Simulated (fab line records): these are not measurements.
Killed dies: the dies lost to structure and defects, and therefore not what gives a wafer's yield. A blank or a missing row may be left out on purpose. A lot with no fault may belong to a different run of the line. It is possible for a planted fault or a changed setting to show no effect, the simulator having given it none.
Chamber matching + flow n5-finfet + N5_BEOL_M7_STRIP_67 on rie-diel-06: 4 sister chambers
The step strips in CF4. 18 wafers are shown with their chamber, then 9 later ones without.

## WAFERS, EACH WITH ITS CHAMBER
| wafer  | chamber | showerhead-plenum-p-Torr (Torr) | drypump-motor-current-A (A) | throttle-valve-pct (%) |
|--------|---------|---------------------------------|-----------------------------|------------------------|
| L076.2 | 2       | 1.74                            | 6.1                         | 13.54                  |
| L076.3 | 3       | 1.71                            | 5.1                         | 13.57                  |
| L076.4 | 1       | 1.81                            | 5.4                         | 13.16                  |
| L077.3 | 0       | 1.85                            | 5.9                         | 13.85                  |
| L077.4 | 1       | 1.81                            | 5.4                         | 13.20                  |
| L077.5 | 0       | 1.85                            | 5.9                         | 13.87                  |
| L078.1 | 1       | 1.81                            | 5.4                         | 13.20                  |
| L078.2 | 3       | 1.71                            | 5.2                         | 13.57                  |
| L078.4 | 0       | 1.85                            | 5.9                         | 13.85                  |
| L080.1 | 0       | 1.85                            | 5.9                         | 13.87                  |
| L080.2 | 3       | 1.71                            | 5.2                         | 13.58                  |
| L080.5 | 2       | 1.74                            | 6.2                         | 13.56                  |
| L084.3 | 0       | 1.85                            | 5.9                         | 13.89                  |
| L084.4 | 3       | 1.71                            | 5.2                         | 13.58                  |
| L084.6 | 0       | 1.84                            | 5.9                         | 13.88                  |
| L087.1 | 1       | 1.80                            | 5.4                         | 13.26                  |
| L087.5 | 1       | 1.80                            | 5.4                         | 13.22                  |
| L087.6 | 0       | 1.84                            | 5.9                         | 13.91                  |

SIGNATURES (means of the wafers above)
| reading                  | chamber 0 | chamber 1 | chamber 2 | chamber 3 | scatter within a chamber |
|--------------------------|-----------|-----------|-----------|-----------|--------------------------|
| showerhead-plenum-p-Torr | 1.8471    | 1.8060    | 1.7400    | 1.7100    | 0.00433                  |
| drypump-motor-current-A  | 5.900     | 5.400     | 6.150     | 5.175     | 0.0299                   |
| throttle-valve-pct       | 13.8743   | 13.2080   | 13.5500   | 13.5750   | 0.0244                   |
Rule: for each reading, subtract the chamber's mean from the wafer's reading, divide by that reading's scatter and square the result; add these up over the readings and take the root, which gives the wafer's distance from the chamber. The wafer belongs to the nearest chamber; if the next one is less than 2 further off, it can't be placed. The scatter is the square root of a quotient: the sum, over the shown wafers, of each reading's squared deviation from its chamber's mean, divided by wafers minus chambers.

## WAFERS WITH NO CHAMBER GIVEN
| wafer  | showerhead-plenum-p-Torr (Torr) | drypump-motor-current-A (A) | throttle-valve-pct (%) |
|--------|---------------------------------|-----------------------------|------------------------|
| L089.3 | 1.84                            | 5.9                         | 13.90                  |
| L089.5 | 1.84                            | 5.9                         | 13.91                  |
| L089.6 | 1.80                            | 5.4                         | 13.25                  |
| L091.2 | 1.71                            | 5.2                         | 13.63                  |
| L091.3 | 1.80                            | 5.4                         | 13.26                  |
| L091.5 | 1.80                            | 5.4                         | 13.25                  |
| L094.3 | 1.80                            | 5.4                         | 13.25                  |
| L094.4 | 1.84                            | 5.9                         | 13.93                  |
| L094.6 | 1.84                            | 5.9                         | 13.91                  |

## WHICH CHAMBER EACH WENT THROUGH
| wafer  | from the rows above | in truth |
|--------|---------------------|----------|
| L089.3 | 0                   | 0        |
| L089.5 | 0                   | 0        |
| L089.6 | 1                   | 1        |
| L091.2 | 3                   | 3        |
| L091.3 | 1                   | 1        |
| L091.5 | 1                   | 1        |
| L094.3 | 1                   | 1        |
| L094.4 | 0                   | 0        |
| L094.6 | 0                   | 0        |
Correctly placed: 9 of 9. From these rows, 0 cannot be placed. 0 placed wrongly.
